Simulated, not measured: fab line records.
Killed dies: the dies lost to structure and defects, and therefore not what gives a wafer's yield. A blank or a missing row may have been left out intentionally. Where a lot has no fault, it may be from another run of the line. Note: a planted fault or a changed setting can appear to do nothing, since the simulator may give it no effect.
Which tool did it? / flow nand harc / 12 lots, 36 wafers sampled, at 6 steps of a route of 1302

## WHAT THE GAUGES READ, wafer by wafer
NHARC_A_SOURCE_PLATE_THK_MEAS_06: measures by ellipsometry. Usual: thk nm 200.2 nm, standard deviation 1.9.
lot=L400; measured=day 7 19:10; on=film metro-02; thk nm (nm)=200.6 199.7 199.0; flag=
lot=L402; measured=day 8 17:11; on=film metro-02; thk nm (nm)=200.7 199.2 201.5; flag=
lot=L403; measured=day 8 17:11; on=film metro-01; thk nm (nm)=198.7 196.0 199.2; flag=
lot=L404; measured=day 9 03:49; on=film metro-02; thk nm (nm)=200.5 202.7 202.1; flag=
lot=L405; measured=day 9 19:31; on=film metro-02; thk nm (nm)=201.7 201.2 200.6; flag=
lot=L407; measured=day 10 10:44; on=film metro-02; thk nm (nm)=197.8 199.6 197.7; flag=
lot=L409; measured=day 11 06:07; on=film metro-02; thk nm (nm)=199.5 200.1 198.3; flag=
lot=L410; measured=day 12 05:32; on=film metro-01; thk nm (nm)=200.7 200.0 201.5; flag=
lot=L417; measured=day 14 12:47; on=film metro-02; thk nm (nm)=203.6 202.6 201.4; flag=
lot=L418; measured=day 15 05:32; on=film metro-01; thk nm (nm)=200.5 199.2 200.2; flag=
lot=L422; measured=day 16 15:59; on=film metro-01; thk nm (nm)=200.9 199.6 201.1; flag=
lot=L423; measured=day 17 04:29; on=film metro-01; thk nm (nm)=200.7 199.1 200.7; flag=

NHARC_A_ONON_D1_THK_MEAS_27: measures by ellipsometry. Usual: thk nm 999 nm, standard deviation 10.
lot=L400; measured=day 8 07:50; on=film metro-02; thk nm (nm)=983 982 982; flag=
lot=L402; measured=day 9 05:34; on=film metro-01; thk nm (nm)=1009 1012 1009; flag=
lot=L403; measured=day 9 05:35; on=film metro-02; thk nm (nm)=1003 1003 1004; flag=
lot=L404; measured=day 9 16:13; on=film metro-02; thk nm (nm)=996 996 995; flag=
lot=L405; measured=day 10 07:58; on=film metro-02; thk nm (nm)=995 994 994; flag=
lot=L407; measured=day 10 23:13; on=film metro-01; thk nm (nm)=1005 1003 1006; flag=
lot=L409; measured=day 11 18:32; on=film metro-01; thk nm (nm)=984 984 985; flag=
lot=L410; measured=day 12 18:52; on=film metro-01; thk nm (nm)=982 983 982; flag=
lot=L417; measured=day 15 01:17; on=film metro-01; thk nm (nm)=1203 1202 1202; flag=OFF
lot=L418; measured=day 15 20:08; on=film metro-01; thk nm (nm)=1199 1199 1197; flag=OFF
lot=L422; measured=day 17 07:00; on=film metro-01; thk nm (nm)=998 997 998; flag=
lot=L423; measured=day 17 16:59; on=film metro-01; thk nm (nm)=992 993 989; flag=

NHARC_END_SORT_01. Usual: killed at array 57, standard deviation 18; killed at other 0.9, standard deviation 1.3; killed at periphery 3.5, standard deviation 2.2; killed dies 62, standard deviation 18; killed open 3.0, standard deviation 1.7; killed short 2.3, standard deviation 1.5.
lot=L417; measured=day 30 10:23; on=prober-01; killed at array=676 675 675; killed at other=0 0 0; killed at periphery=1 2 2; killed dies=677 677 677; killed open=2 3 2; killed short=2 0 6; flag=OFF
lot=L418; measured=day 31 13:04; on=prober-01; killed at array=672 672 666; killed at other=0 0 0; killed at periphery=5 5 11; killed dies=677 677 677; killed open=1 4 2; killed short=1 0 1; flag=OFF

## WHAT TOOL EACH LOT RAN ON (gives the tool, then ch and the chambers of the sampled wafers, and finally the start)
lot=L400; NHARC_P_BONDPAD_CMP_19=cmp-04 ch 0,2,3, day 6 17:37; NHARC_P_BONDPAD_ACTIVATE_29=rie diel-13 ch 2,3, day 6 18:10; NHARC_A_ONON_D1_DEP_25=pecvd onon-01 ch 0, day 8 07:23
lot=L402; NHARC_P_BONDPAD_CMP_19=cmp-02 ch 0,2,3, day 7 18:13; NHARC_P_BONDPAD_ACTIVATE_29=rie diel-08 ch 0,2, day 7 18:46; NHARC_A_ONON_D1_DEP_25=pecvd onon-04 ch 0, day 9 05:04
lot=L403; NHARC_P_BONDPAD_CMP_19=cmp-02 ch 0,1,2, day 7 20:44; NHARC_P_BONDPAD_ACTIVATE_29=rie diel-08 ch 2,3, day 7 21:19; NHARC_A_ONON_D1_DEP_25=pecvd onon-03 ch 0, day 9 05:04
lot=L404; NHARC_P_BONDPAD_CMP_19=cmp-02 ch 0,1, day 8 03:50; NHARC_P_BONDPAD_ACTIVATE_29=rie diel-08 ch 2,3, day 8 04:28; NHARC_A_ONON_D1_DEP_25=pecvd onon-03 ch 0, day 9 15:53
lot=L405; NHARC_P_BONDPAD_CMP_19=cmp-04 ch 0,2, day 8 20:24; NHARC_P_BONDPAD_ACTIVATE_29=rie diel-03 ch 0,1, day 8 21:00; NHARC_A_ONON_D1_DEP_25=pecvd onon-01 ch 0, day 10 07:27
lot=L407; NHARC_P_BONDPAD_CMP_19=cmp-02 ch 0,3, day 9 12:12; NHARC_P_BONDPAD_ACTIVATE_29=rie diel-13 ch 1,2, day 9 12:48; NHARC_A_ONON_D1_DEP_25=pecvd onon-04 ch 0, day 10 22:46
lot=L409; NHARC_P_BONDPAD_CMP_19=cmp-03 ch 1,2,3, day 10 07:00; NHARC_P_BONDPAD_ACTIVATE_29=rie diel-13 ch 0,2,3, day 10 07:33; NHARC_A_ONON_D1_DEP_25=pecvd onon-03 ch 0, day 11 18:05
lot=L410; NHARC_P_BONDPAD_CMP_19=cmp-02 ch 0,1,3, day 11 03:51; NHARC_P_BONDPAD_ACTIVATE_29=rie diel-03 ch 2,3, day 11 04:22; NHARC_A_ONON_D1_DEP_25=pecvd onon-01 ch 0, day 12 18:31
lot=L417; NHARC_P_BONDPAD_CMP_19=cmp-02 ch 0,1,2, day 13 15:28; NHARC_P_BONDPAD_ACTIVATE_29=rie diel-08 ch 0,1,3, day 13 16:01; NHARC_A_ONON_D1_DEP_25=pecvd onon-04 ch 0, day 15 00:46
lot=L418; NHARC_P_BONDPAD_CMP_19=cmp-02 ch 1,2, day 14 06:22; NHARC_P_BONDPAD_ACTIVATE_29=rie diel-03 ch 0,1,2, day 14 06:57; NHARC_A_ONON_D1_DEP_25=pecvd onon-04 ch 0, day 15 19:38
lot=L422; NHARC_P_BONDPAD_CMP_19=cmp-02 ch 0,2, day 15 16:32; NHARC_P_BONDPAD_ACTIVATE_29=rie diel-03 ch 1,2,3, day 15 17:05; NHARC_A_ONON_D1_DEP_25=pecvd onon-03 ch 0, day 17 06:29
lot=L423; NHARC_P_BONDPAD_CMP_19=cmp-03 ch 0,1,2, day 16 04:10; NHARC_P_BONDPAD_ACTIVATE_29=rie diel-13 ch 0,1,2, day 16 04:47; NHARC_A_ONON_D1_DEP_25=pecvd onon-03 ch 0, day 17 16:29
- NHARC_P_BONDPAD_CMP_19: polishes, t overpolish 30 s, cu recess touch 16 s, target thk 160.81 nm.
- NHARC_P_BONDPAD_ACTIVATE_29: chemistry N2, time 60 s.
- NHARC_A_ONON_D1_DEP_25: target thk 1000 nm.

## AS READ BY THE TOOLS THEMSELVES (means over the sampled wafers that have a number; for cases with no such wafer, the mark the record gives instead)
NHARC_P_BONDPAD_CMP_19. Usual: motor current A 12.0 A, standard deviation 0.96; overpolish run s 30.000 s, standard deviation 0.01; slurry filter dp kPa 13.51 kPa, standard deviation 0.14.
lot=L400; tool=cmp-04; motor current A (A)=11.7; overpolish run s (s)=30.007; slurry filter dp kPa (kPa)=13.63; flag=
lot=L402; tool=cmp-02; motor current A (A)=12.7; overpolish run s (s)=29.998; slurry filter dp kPa (kPa)=13.44; flag=
lot=L403; tool=cmp-02; motor current A (A)=12.0; overpolish run s (s)=29.996; slurry filter dp kPa (kPa)=13.66; flag=
lot=L404; tool=cmp-02; motor current A (A)=11.6; overpolish run s (s)=30.007; slurry filter dp kPa (kPa)=13.48; flag=
lot=L405; tool=cmp-04; motor current A (A)=11.2; overpolish run s (s)=30.007; slurry filter dp kPa (kPa)=13.50; flag=
lot=L407; tool=cmp-02; motor current A (A)=12.7; overpolish run s (s)=29.994; slurry filter dp kPa (kPa)=13.49; flag=
lot=L409; tool=cmp-03; motor current A (A)=11.9; overpolish run s (s)=29.999; slurry filter dp kPa (kPa)=13.58; flag=
lot=L410; tool=cmp-02; motor current A (A)=12.2; overpolish run s (s)=30.004; slurry filter dp kPa (kPa)=13.42; flag=
lot=L417; tool=cmp-02; motor current A (A)=12.0; overpolish run s (s)=30.007; slurry filter dp kPa (kPa)=13.51; flag=
lot=L418; tool=cmp-02; motor current A (A)=12.1; overpolish run s (s)=29.999; slurry filter dp kPa (kPa)=13.41; flag=
lot=L422; tool=cmp-02; motor current A (A)=12.5; overpolish run s (s)=29.997; slurry filter dp kPa (kPa)=13.61; flag=
lot=L423; tool=cmp-03; motor current A (A)=12.4; overpolish run s (s)=30.001; slurry filter dp kPa (kPa)=13.56; flag=

NHARC_P_BONDPAD_ACTIVATE_29. Usual: drypump motor current A 5.6 A, standard deviation 0.52; oes product au 1.003 a.u., standard deviation 0.0078; rf vpp V 64.1 V, standard deviation 0.86; showerhead plenum p Torr 1.77 Torr, standard deviation 0.083.
lot=L400; tool=rie diel-13; drypump motor current A (A)=6.2; oes product au (a.u.)=1.004; rf vpp V (V)=62.9; showerhead plenum p Torr (Torr)=1.70; flag=
lot=L402; tool=rie diel-08; drypump motor current A (A)=5.9; oes product au (a.u.)=0.998; rf vpp V (V)=63.8; showerhead plenum p Torr (Torr)=1.77; flag=
lot=L403; tool=rie diel-08; drypump motor current A (A)=5.9; oes product au (a.u.)=1.004; rf vpp V (V)=64.7; showerhead plenum p Torr (Torr)=1.75; flag=
lot=L404; tool=rie diel-08; drypump motor current A (A)=6.0; oes product au (a.u.)=1.010; rf vpp V (V)=63.8; showerhead plenum p Torr (Torr)=1.78; flag=
lot=L405; tool=rie diel-03; drypump motor current A (A)=5.4; oes product au (a.u.)=1.001; rf vpp V (V)=64.5; showerhead plenum p Torr (Torr)=1.85; flag=
lot=L407; tool=rie diel-13; drypump motor current A (A)=5.4; oes product au (a.u.)=1.007; rf vpp V (V)=63.8; showerhead plenum p Torr (Torr)=1.69; flag=
lot=L409; tool=rie diel-13; drypump motor current A (A)=6.0; oes product au (a.u.)=1.007; rf vpp V (V)=64.2; showerhead plenum p Torr (Torr)=1.76; flag=
lot=L410; tool=rie diel-03; drypump motor current A (A)=4.8; oes product au (a.u.)=1.002; rf vpp V (V)=63.8; showerhead plenum p Torr (Torr)=1.87; flag=
lot=L417; tool=rie diel-08; drypump motor current A (A)=5.8; oes product au (a.u.)=1.003; rf vpp V (V)=64.9; showerhead plenum p Torr (Torr)=1.78; flag=
lot=L418; tool=rie diel-03; drypump motor current A (A)=5.4; oes product au (a.u.)=0.991; rf vpp V (V)=64.3; showerhead plenum p Torr (Torr)=1.84; flag=
lot=L422; tool=rie diel-03; drypump motor current A (A)=5.3; oes product au (a.u.)=0.994; rf vpp V (V)=64.0; showerhead plenum p Torr (Torr)=1.83; flag=
lot=L423; tool=rie diel-13; drypump motor current A (A)=5.6; oes product au (a.u.)=1.006; rf vpp V (V)=64.6; showerhead plenum p Torr (Torr)=1.75; flag=

## THE ANSWER, worked out from the rows above alone
Rule: lot off if the mean of its wafers having a number is beyond 3 standard deviations from the usual mean. A lot without any number at a reading at which 4 lots or more have one is off too. The other lots that the step has rows for count as sound. Order of review: gauges by route order, followed by the tools' own readings, for which a lot's mean as printed above is used. The first step at which some lot is off is used, and at that step the reading that is off furthest; a lot without a number counts as furthest.
Off at NHARC_A_ONON_D1_THK_MEAS_27 (thk nm): L417, L418.
A tool fits if, at a process step before that reading, it ran every lot that is off, and no sound lot after the first of them. The gauges at NHARC_A_ONON_D1_THK_MEAS_27 aren't tried: what is off there is off at NHARC_END_SORT_01 too, on other tools, and a gauge's error can't cause that. One fits: NHARC_A_ONON_D1_DEP_25 on pecvd onon-04. Its last sound lot is L407 (day 10 22:46), its first lot that is off L417 (day 15 00:46): a fault that began between those two fits.

## WHAT THE SIMULATOR PUT IN
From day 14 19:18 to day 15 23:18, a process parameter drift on pecvd onon-04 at NHARC_A_ONON_D1_DEP_25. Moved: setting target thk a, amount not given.
Struck lots among those shown: L417, L418. This agrees with what the rule above found.
